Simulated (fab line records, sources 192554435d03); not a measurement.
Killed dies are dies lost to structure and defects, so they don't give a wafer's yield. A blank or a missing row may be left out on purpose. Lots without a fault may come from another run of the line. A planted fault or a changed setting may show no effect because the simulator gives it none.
Which tool did it? | flow n5_finfet | 8 lots, 24 wafers sampled, at 5 steps of a route of 1938

WHAT THE GAUGES READ, wafer by wafer
N5_BEOL_M4_RC_MEAS_101. Usual: DIBL_N 36.1 mV/V, standard deviation 1.6; DIBL_P 35.7 mV/V, standard deviation 1.8; IOFF_N 0.159 nA/um, standard deviation 0.027; IOFF_P 0.21 nA/um, standard deviation 0.03; ION_N 673 uA/um, standard deviation 10; ION_P 462 uA/um, standard deviation 7.4; SS_N 71.4 mV/dec, standard deviation 0.56; SS_P 73.2 mV/dec, standard deviation 0.61; VT_N 249.7 mV, standard deviation 3; VT_P -250 mV, standard deviation 3.1.
lot  | measured     | on        | DIBL_N (mV/V)  | DIBL_P (mV/V)  | IOFF_N (nA/um)    | IOFF_P (nA/um) | ION_N (uA/um) | ION_P (uA/um) | SS_N (mV/dec)  | SS_P (mV/dec)  | VT_N (mV)         | VT_P (mV)      | flag
L768 | day 7 22:14  | prober-01 | 33.2 34.0 32.9 | 33.2 35.0 32.9 | 0.118 0.134 0.122 | 0.19 0.22 0.19 | 664 661 661   | 460 466 459   | 70.7 71.5 71.3 | 72.6 73.1 72.2 | 253.6 251.4 250.9 | -248 -249 -250 |
L773 | day 8 23:52  | prober-02 | 36.4 37.0 36.4 | 34.9 35.9 35.9 | 0.162 0.170 0.167 | 0.20 0.22 0.23 | 671 678 676   | 463 467 469   | 71.4 71.6 71.2 | 72.7 73.7 73.8 | 250.1 246.8 247.0 | -250 -248 -247 |
L778 | day 10 11:17 | prober-02 | 37.7 37.4 36.4 | 36.6 37.4 35.7 | 0.169 0.162 0.149 | 0.22 0.24 0.21 | 674 676 675   | 460 470 462   | 71.1 71.4 71.5 | 73.6 72.9 73.1 | 249.1 249.4 248.8 | -251 -247 -248 |
L780 | day 10 21:25 | prober-01 | 38.7 37.7 36.6 | 37.3 36.7 34.5 | 0.185 0.170 0.151 | 0.24 0.22 0.19 | 683 676 654   | 466 463 450   | 71.8 71.8 71.3 | 73.4 74.3 73.6 | 248.5 249.2 253.6 | -250 -248 -251 |
L784 | day 11 15:35 | prober-02 | 36.1 35.4 37.2 | 36.2 35.9 38.5 | 0.161 0.151 0.198 | 0.22 0.22 0.26 | 682 681 694   | 473 466 471   | 72.0 71.7 71.3 | 72.8 73.7 72.9 | 248.9 250.4 244.0 | -245 -246 -246 |
L785 | day 12 12:33 | prober-02 | 35.1 38.1 35.5 | 36.0 38.5 36.5 | 0.152 0.243 0.172 | 0.20 0.25 0.20 | 684 688 685   | 468 466 461   | 71.3 72.3 72.0 | 72.8 73.2 72.8 | 249.8 242.1 246.1 | -252 -249 -249 |
L770 | day 13 19:43 | prober-02 | 35.2 34.6 35.8 | 36.1 35.4 36.3 | 0.172 0.143 0.170 | 0.23 0.23 0.24 | 691 664 680   | 479 471 468   | 71.9 71.3 71.6 | 73.7 73.3 74.1 | 247.3 251.2 250.4 | -247 -246 -246 |
L791 | day 14 16:55 | prober-02 | 34.9 40.0 37.2 | 33.0 39.2 35.1 | 0.124 0.210 0.147 | 0.19 0.30 0.23 | 667 684 675   | 465 473 478   | 70.6 71.4 70.6 | 72.9 75.1 73.6 | 250.1 246.3 249.8 | -249 -246 -248 |

WHICH TOOL RAN EACH LOT (tool, then ch and the chambers of the sampled wafers, then the start)
lot  | N5_BEOL_M2_ETCH_74                 | N5_BEOL_M2_ETCH_77                 | N5_BEOL_M2_ETCH_70                 | N5_BEOL_M2_VIA_ETCH_34
L768 | rie_diel-06 ch 0,3, day 6 19:34    | rie_diel-06 ch 1,3, day 6 20:39    | rie_diel-03 ch 1,2,3, day 6 21:10  | rie_diel-03 ch 1,2,3, day 6 21:16
L773 | rie_diel-01 ch 0,1,2, day 7 18:14  | rie_diel-03 ch 0,2, day 7 19:07    | rie_diel-03 ch 0,1,3, day 7 20:28  | rie_diel-03 ch 0,1,3, day 7 20:34
L778 | rie_diel-03 ch 1,2,3, day 8 23:46  | rie_diel-03 ch 1,2, day 9 01:00    | rie_diel-06 ch 0,1,3, day 9 05:35  | rie_diel-06 ch 0,1,3, day 9 05:41
L780 | rie_diel-01 ch 1,2,3, day 9 12:35  | rie_diel-01 ch 0,1,3, day 9 13:28  | rie_diel-03 ch 0,2,3, day 9 18:43  | rie_diel-03 ch 0,2,3, day 9 18:50
L784 | rie_diel-06 ch 0,1,2, day 10 08:37 | rie_diel-01 ch 0,3, day 10 09:31   | rie_diel-01 ch 0,2,3, day 10 16:12 | rie_diel-01 ch 0,2,3, day 10 16:19
L785 | rie_diel-01 ch 1,2,3, day 10 14:40 | rie_diel-06 ch 0,2,3, day 10 15:41 | rie_diel-03 ch 1,2,3, day 10 20:10 | rie_diel-03 ch 1,2,3, day 10 20:16
L770 | rie_diel-03 ch 0,3, day 11 12:59   | rie_diel-01 ch 0,1, day 11 14:02   | rie_diel-01 ch 1,2, day 12 09:17   | rie_diel-01 ch 1,2, day 12 09:23
L791 | rie_diel-01 ch 0,1,3, day 12 15:47 | rie_diel-03 ch 0,1, day 12 19:29   | rie_diel-06 ch 1,3, day 13 05:07   | rie_diel-06 ch 1,3, day 13 05:13
- N5_BEOL_M2_ETCH_74: etches underlayer in N2/H2, target depth 6.5 nm, time 5.2 s.
- N5_BEOL_M2_ETCH_77: etches underlayer in N2/H2, target depth 6.5 nm, time 5.2 s.
- N5_BEOL_M2_ETCH_70: etches SOC in N2/H2, target depth 80 nm, overetch 24 nm, time 130 s.
- N5_BEOL_M2_VIA_ETCH_34: etches the open film in C4F6/O2, target depth 69.4 nm, time 65.9 s.

WHAT THE TOOLS THEMSELVES READ (means of the sampled wafers that have a number; where no wafer has one, the mark that the record gives instead)
N5_BEOL_M2_ETCH_74. Usual: chamber_pressure_mTorr 30.00 mTorr, standard deviation 0.041; drypump_motor_current_A 5.59 A, standard deviation 0.3; etch_rf_on_time_s 5.24 s, standard deviation 0.13; oes_product_au 0.67 a.u., standard deviation 0.067; rf_fwd_power_W 819.7 W, standard deviation 2.8; rf_vpp_V 525.2 V, standard deviation 2.3; showerhead_plenum_p_Torr 2.58 Torr, standard deviation 0.072; throttle_valve_pct 17.9 %, standard deviation 0.3.
lot  | tool        | chamber_pressure_mTorr (mTorr) | drypump_motor_current_A (A) | etch_rf_on_time_s (s) | oes_product_au (a.u.) | rf_fwd_power_W (W) | rf_vpp_V (V) | showerhead_plenum_p_Torr (Torr) | throttle_valve_pct (%) | flag
L768 | rie_diel-06 | 29.99                          | 5.37                        | 5.22                  | 0.66                  | 820.5              | 526.9        | 2.59                            | 18.1                   |
L773 | rie_diel-01 | 29.99                          | 5.62                        | 5.21                  | 0.66                  | 818.3              | 526.7        | 2.66                            | 18.0                   |
L778 | rie_diel-03 | 30.00                          | 5.73                        | 5.31                  | 0.62                  | 823.1              | 524.2        | 2.53                            | 17.8                   |
L780 | rie_diel-01 | 30.00                          | 5.55                        | 5.30                  | 0.64                  | 820.4              | 525.7        | 2.59                            | 18.0                   |
L784 | rie_diel-06 | 29.99                          | 5.69                        | 5.15                  | 0.66                  | 820.4              | 524.5        | 2.54                            | 17.9                   |
L785 | rie_diel-01 | 30.00                          | 5.58                        | 5.31                  | 0.64                  | 820.7              | 524.9        | 2.58                            | 18.0                   |
L770 | rie_diel-03 | 30.02                          | 5.20                        | 5.28                  | 0.66                  | 819.9              | 524.3        | 2.55                            | 17.9                   |
L791 | rie_diel-01 | 29.98                          | 5.57                        | 5.22                  | 0.67                  | 817.1              | 524.6        | 2.60                            | 17.8                   |

N5_BEOL_M2_ETCH_77. Usual: chamber_pressure_mTorr 30.01 mTorr, standard deviation 0.039; drypump_motor_current_A 5.6 A, standard deviation 0.3; etch_rf_on_time_s 5.26 s, standard deviation 0.12; oes_product_au 0.66 a.u., standard deviation 0.062; rf_fwd_power_W 819.7 W, standard deviation 2.4; rf_vpp_V 524.8 V, standard deviation 2.1; showerhead_plenum_p_Torr 2.57 Torr, standard deviation 0.074; throttle_valve_pct 17.88 %, standard deviation 0.29.
lot  | tool        | chamber_pressure_mTorr (mTorr) | drypump_motor_current_A (A) | etch_rf_on_time_s (s) | oes_product_au (a.u.) | rf_fwd_power_W (W) | rf_vpp_V (V) | showerhead_plenum_p_Torr (Torr) | throttle_valve_pct (%) | flag
L768 | rie_diel-06 | 29.99                          | 5.3                         | 5.22                  | 0.62                  | 819.4              | 526.4        | 2.64                            | 18.36                  |
L773 | rie_diel-03 | 30.00                          | 5.6                         | 5.35                  | 0.58                  | 819.0              | 524.8        | 2.56                            | 17.96                  |
L778 | rie_diel-03 | 30.02                          | 6.1                         | 5.41                  | 0.62                  | 820.8              | 522.9        | 2.51                            | 17.75                  |
L780 | rie_diel-01 | 30.03                          | 5.6                         | 5.19                  | 0.70                  | 821.0              | 525.5        | 2.62                            | 17.77                  |
L784 | rie_diel-01 | 29.98                          | 5.6                         | 5.18                  | 0.72                  | 820.2              | 525.4        | 2.63                            | 17.62                  |
L785 | rie_diel-06 | 30.02                          | 5.5                         | 5.15                  | 0.66                  | 821.0              | 523.9        | 2.55                            | 17.97                  |
L770 | rie_diel-01 | 30.02                          | 5.6                         | 5.18                  | 0.65                  | 816.5              | 526.5        | 2.66                            | 17.95                  |
L791 | rie_diel-03 | 30.01                          | 5.6                         | 5.26                  | 0.67                  | 819.8              | 523.4        | 2.54                            | 17.68                  |

N5_BEOL_M2_ETCH_70. Usual: chamber_pressure_mTorr 29.998 mTorr, standard deviation 0.025; drypump_motor_current_A 5.60 A, standard deviation 0.3; oes_product_au 0.58 a.u., standard deviation 0.053; rf_fwd_power_W 836.5 W, standard deviation 2.6; rf_vpp_V 524.8 V, standard deviation 2.1; showerhead_plenum_p_Torr 2.58 Torr, standard deviation 0.075; throttle_valve_pct 17.83 %, standard deviation 0.29.
lot  | tool        | chamber_pressure_mTorr (mTorr) | drypump_motor_current_A (A) | oes_product_au (a.u.) | rf_fwd_power_W (W) | rf_vpp_V (V) | showerhead_plenum_p_Torr (Torr) | throttle_valve_pct (%) | flag
L768 | rie_diel-03 | 29.983                         | 5.75                        | 0.55                  | 835.6              | 523.7        | 2.54                            | 17.73                  |
L773 | rie_diel-03 | 29.978                         | 5.41                        | 0.54                  | 835.7              | 524.7        | 2.56                            | 17.84                  |
L778 | rie_diel-06 | 30.020                         | 5.58                        | 0.54                  | 836.1              | 525.0        | 2.57                            | 18.03                  |
L780 | rie_diel-03 | 29.977                         | 5.58                        | 0.58                  | 834.5              | 524.8        | 2.54                            | 17.76                  |
L784 | rie_diel-01 | 29.949                         | 5.63                        | 0.58                  | 836.6              | 525.1        | 2.60                            | 17.83                  |
L785 | rie_diel-03 | 30.012                         | 5.73                        | 0.54                  | 837.9              | 523.4        | 2.52                            | 17.79                  |
L770 | rie_diel-01 | 29.998                         | 5.55                        | 0.59                  | 838.4              | 524.6        | 2.62                            | 18.02                  |
L791 | rie_diel-06 | 29.987                         | 5.48                        | 0.64                  | 836.0              | 526.3        | 2.60                            | 18.00                  |

N5_BEOL_M2_VIA_ETCH_34. Usual: C4F6_flow_sccm 10.00 sccm, standard deviation 0.033; chamber_pressure_mTorr 14.999 mTorr, standard deviation 0.013; drypump_motor_current_A 5.60 A, standard deviation 0.3; oes_f_703_au 0.78 a.u., standard deviation 0.072; oes_product_au 0.78 a.u., standard deviation 0.076; rf_fwd_power_W 347.5 W, standard deviation 1.2; rf_vpp_V 665 V, standard deviation 13; showerhead_plenum_p_Torr 2.88 Torr, standard deviation 0.074; throttle_valve_pct 30.8 %, standard deviation 0.35.
lot  | tool        | C4F6_flow_sccm (sccm) | chamber_pressure_mTorr (mTorr) | drypump_motor_current_A (A) | oes_f_703_au (a.u.) | oes_product_au (a.u.) | rf_fwd_power_W (W) | rf_vpp_V (V) | showerhead_plenum_p_Torr (Torr) | throttle_valve_pct (%) | flag
L768 | rie_diel-03 | 9.99                  | 14.999                         | 5.73                        | 0.74                | 0.76                  | 347.6              | 671          | 2.84                            | 30.6                   |
L773 | rie_diel-03 | 10.00                 | 14.990                         | 5.41                        | 0.72                | 0.73                  | 347.4              | 670          | 2.88                            | 30.9                   |
L778 | rie_diel-06 | 10.00                 | 15.009                         | 5.55                        | 0.77                | 0.74                  | 347.3              | 645          | 2.87                            | 31.0                   |
L780 | rie_diel-03 | 10.01                 | 14.993                         | 5.56                        | 0.77                | 0.79                  | 347.4              | 666          | 2.86                            | 30.8                   |
L784 | rie_diel-01 | 10.01                 | 15.000                         | 5.64                        | 0.78                | 0.78                  | 349.0              | 669          | 2.89                            | 30.7                   |
L785 | rie_diel-03 | 10.03                 | 14.999                         | 5.74                        | 0.77                | 0.74                  | 374.1              | 649          | 2.82                            | 30.6                   | OFF
L770 | rie_diel-01 | 9.97                  | 15.006                         | 5.54                        | 0.80                | 0.81                  | 347.0              | 670          | 2.92                            | 30.8                   |
L791 | rie_diel-06 | 10.00                 | 15.000                         | 5.45                        | 0.89                | 0.89                  | 346.5              | 643          | 2.91                            | 31.1                   |

THE ANSWER, worked out from the rows above alone
Rule: a lot is off if the mean of its wafers that have a number lies more than 3 standard deviations from the usual mean. A lot without any number at a reading at which 4 lots or more have one is off too. The other lots that the step has rows for count as sound. The gauges are gone through in route order, then the tools' own readings, and for those a lot's mean is taken as printed above. The first step at which some lot is off is used, and at that step the reading that is off furthest; a lot without a number counts as furthest.
Off: L785, at N5_BEOL_M2_VIA_ETCH_34 (rf_fwd_power_W).
A tool fits if, at that step or a process step before it, it ran every lot that is off, and no sound lot after the first of them. Can't be told from this: 2 tools fit, rie_diel-06 at N5_BEOL_M2_ETCH_77, rie_diel-03 at N5_BEOL_M2_ETCH_70 and N5_BEOL_M2_VIA_ETCH_34.

WHAT THE SIMULATOR HAD PUT IN
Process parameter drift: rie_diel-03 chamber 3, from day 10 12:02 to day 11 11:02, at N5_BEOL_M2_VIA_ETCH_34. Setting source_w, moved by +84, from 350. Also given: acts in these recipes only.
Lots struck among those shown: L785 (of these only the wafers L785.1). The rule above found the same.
